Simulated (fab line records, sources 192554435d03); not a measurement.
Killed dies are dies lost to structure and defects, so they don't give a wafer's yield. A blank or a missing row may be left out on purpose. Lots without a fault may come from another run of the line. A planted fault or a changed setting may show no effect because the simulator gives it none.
Which tool did it? | flow n5_finfet | 11 lots, 33 wafers sampled, at 3 steps of a route of 1938

WHAT THE GAUGES READ, wafer by wafer
N5_PASSIVATION_OVL_MEAS_63. Usual: PAD_OVL -3 nm, standard deviation 4.9.
lot  | measured     | on         | PAD_OVL (nm) | flag
L786 | day 13 21:11 | overlay-02 | -4 -4 6      |
L788 | day 14 22:44 | overlay-01 | -3 -11 -7    |
L789 | day 14 14:23 | overlay-02 | -5 -16 -11   |
L791 | day 14 17:13 | overlay-01 | -5 -4 -3     |
L792 | day 15 05:46 | overlay-02 | -9 0 -4      |
L793 | day 14 23:28 | overlay-01 | -4 -6 -4     |
L794 | day 14 22:08 | overlay-02 | -3 -1 -8     |
L795 | day 15 22:41 | overlay-01 | 1 -8 -4      |
L796 | day 16 04:04 | overlay-01 | -3 2 -8      |
L797 | day 16 20:17 | overlay-02 | -4 5 3       |
L804 | day 20 00:43 | overlay-02 | 0 -2 -2      |

WHICH TOOL RAN EACH LOT (tool, then ch and the chambers of the sampled wafers, then the start)
lot  | N5_BEOL_M1_SPUTTER_79        | N5_PASSIVATION_DESCUM_12
L786 | pvd_sputter-03, day 6 16:28  | rie_diel-04 ch 1,2,3, day 13 19:44
L788 | pvd_sputter-03, day 6 19:55  | rie_diel-02 ch 0,2,3, day 14 21:18
L789 | pvd_sputter-01, day 7 00:29  | rie_diel-01 ch 0,1,3, day 14 11:59
L791 | pvd_sputter-02, day 7 22:51  | rie_diel-01 ch 0,1,3, day 14 15:42
L792 | pvd_sputter-03, day 8 00:32  | rie_diel-04 ch 0,1,2, day 15 04:08
L793 | pvd_sputter-02, day 8 03:13  | rie_diel-01 ch 0,1,2, day 14 21:58
L794 | pvd_sputter-02, day 8 06:23  | rie_diel-04 ch 0,3, day 14 19:17
L795 | pvd_sputter-01, day 8 17:37  | rie_diel-01 ch 0,1, day 15 20:32
L796 | pvd_sputter-01, day 9 06:47  | rie_diel-04 ch 0,1,2, day 16 02:39
L797 | pvd_sputter-03, day 9 11:13  | rie_diel-01 ch 0,1,2, day 16 18:25
L804 | pvd_sputter-02, day 11 08:47 | rie_diel-01 ch 0,2, day 19 23:07
- N5_BEOL_M1_SPUTTER_79: material Cu, target thk 4.5 nm, time 8.29 s.
- N5_PASSIVATION_DESCUM_12: chemistry O2, time 7.9 s.

WHAT THE TOOLS THEMSELVES READ (means of the sampled wafers that have a number; where no wafer has one, the mark that the record gives instead)
N5_BEOL_M1_SPUTTER_79. Usual: chuck_sensor_temp_C -16.2 C, standard deviation 0.58; throttle_valve_pct 30.3 %, standard deviation 1.5.
lot  | tool           | chuck_sensor_temp_C (C) | throttle_valve_pct (%) | flag
L786 | pvd_sputter-03 | -15.8                   | 32.0                   |
L788 | pvd_sputter-03 | -16.3                   | 30.4                   |
L789 | pvd_sputter-01 | -16.2                   | 30.1                   |
L791 | pvd_sputter-02 | -16.7                   | 30.3                   |
L792 | pvd_sputter-03 | -15.4                   | 30.3                   |
L793 | pvd_sputter-02 | -17.0                   | 31.4                   |
L794 | pvd_sputter-02 | -16.5                   | 31.6                   |
L795 | pvd_sputter-01 | -16.2                   | 30.3                   |
L796 | pvd_sputter-01 | -15.8                   | 29.2                   |
L797 | pvd_sputter-03 | -15.6                   | 30.0                   |
L804 | pvd_sputter-02 | -16.7                   | 30.4                   |

N5_PASSIVATION_DESCUM_12. Usual: drypump_motor_current_A 5.4 A, standard deviation 0.45; oes_product_au 0.78 a.u., standard deviation 0.093; rf_vpp_V 243.7 V, standard deviation 1.1; showerhead_plenum_p_Torr 2.13 Torr, standard deviation 0.045; throttle_valve_pct 20.43 %, standard deviation 0.18.
lot  | tool        | drypump_motor_current_A (A) | oes_product_au (a.u.) | rf_vpp_V (V) | showerhead_plenum_p_Torr (Torr) | throttle_valve_pct (%) | flag
L786 | rie_diel-04 | 5.7                         | 0.78                  | 244.6        | 2.13                            | 20.37                  |
L788 | rie_diel-02 | 5.1                         | 0.74                  | 244.2        | 2.17                            | 20.57                  |
L789 | rie_diel-01 | 5.3                         | 0.78                  | 244.2        | 2.15                            | 20.34                  |
L791 | rie_diel-01 | 5.3                         | 0.78                  | 244.2        | 2.15                            | 20.35                  |
L792 | rie_diel-04 | 5.9                         | 0.82                  | 243.7        | 2.14                            | 20.41                  |
L793 | rie_diel-01 | 5.4                         | 0.79                  | 242.7        | 2.13                            | 20.48                  |
L794 | rie_diel-04 | 5.8                         | 0.78                  | 243.2        | 2.10                            | 20.41                  |
L795 | rie_diel-01 | 5.6                         | 0.77                  | 243.9        | 2.16                            | 20.37                  |
L796 | rie_diel-04 | 5.9                         | 0.82                  | 244.6        | 2.14                            | 20.42                  |
L797 | rie_diel-01 | 5.4                         | 0.76                  | 244.0        | 2.13                            | 20.50                  |
L804 | rie_diel-01 | 5.1                         | 0.70                  | 243.2        | 2.11                            | 20.62                  |

THE ANSWER, worked out from the rows above alone
Rule: a lot is off if the mean of its wafers that have a number lies more than 3 standard deviations from the usual mean. A lot without any number at a reading at which 4 lots or more have one is off too. The other lots that the step has rows for count as sound. The gauges are gone through in route order, then the tools' own readings, and for those a lot's mean is taken as printed above. The first step at which some lot is off is used, and at that step the reading that is off furthest; a lot without a number counts as furthest.
No lot is off at any reading shown: from this, nothing can be told.

WHAT THE SIMULATOR HAD PUT IN
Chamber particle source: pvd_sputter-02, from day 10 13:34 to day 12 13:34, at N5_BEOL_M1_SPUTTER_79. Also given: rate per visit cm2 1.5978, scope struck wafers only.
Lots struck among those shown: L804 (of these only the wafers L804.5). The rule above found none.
